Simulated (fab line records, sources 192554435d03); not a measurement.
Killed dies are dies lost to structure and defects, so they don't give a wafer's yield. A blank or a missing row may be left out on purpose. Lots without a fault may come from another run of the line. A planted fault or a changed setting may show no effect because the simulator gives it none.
Chamber matching | flow n5_finfet | N5_BEOL_M5_CVD_47 on cvd_co-02: 3 sister chambers
The step deposits Co from CCTBA/H2, target thk 3 nm, time 216 s. 3 wafers are shown with their chamber, then 7 later ones without.

WAFERS WITH THEIR CHAMBER
wafer  | chamber | run_length_s (s)
L716.1 | 0       | 238.6
L718.1 | 2       | 239.1
L718.4 | 1       | 238.6

WAFERS WITHOUT THEIR CHAMBER
wafer  | run_length_s (s)
L718.5 | 238.3
L721.2 | 238.5
L721.3 | 238.2
L721.5 | 238.5
L724.2 | 238.8
L726.5 | 238.7
L728.2 | 238.4

WHICH CHAMBER EACH WENT THROUGH
wafer  | from the rows above          | in truth
L718.5 | can't be placed: 0 or 1      | 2
L721.2 | can't be placed: 0 or 1      | 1
L721.3 | can't be placed: 0 or 1      | 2
L721.5 | can't be placed: 0 or 1      | 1
L724.2 | can't be placed: 0 or 1 or 2 | 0
L726.5 | can't be placed: 0 or 1 or 2 | 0
L728.2 | can't be placed: 0 or 1      | 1
Placed correctly: 0 of 7. Can't be placed from these rows: 7 (the true chamber is among the candidates in 5). Placed wrongly: 0.
How it was worked out, from the rows above alone: a wafer's distance from a chamber is the root of the sum, over the readings, of the square of ((its reading less the chamber's mean) divided by the reading's scatter). The wafer belongs to the nearest chamber; if the next one is less than 2 further off, it can't be placed. A chamber's mean is the mean of its shown wafers. The scatter: with one shown wafer a chamber, the root of the mean of the squares of how far each hidden wafer lies from its nearest shown one.
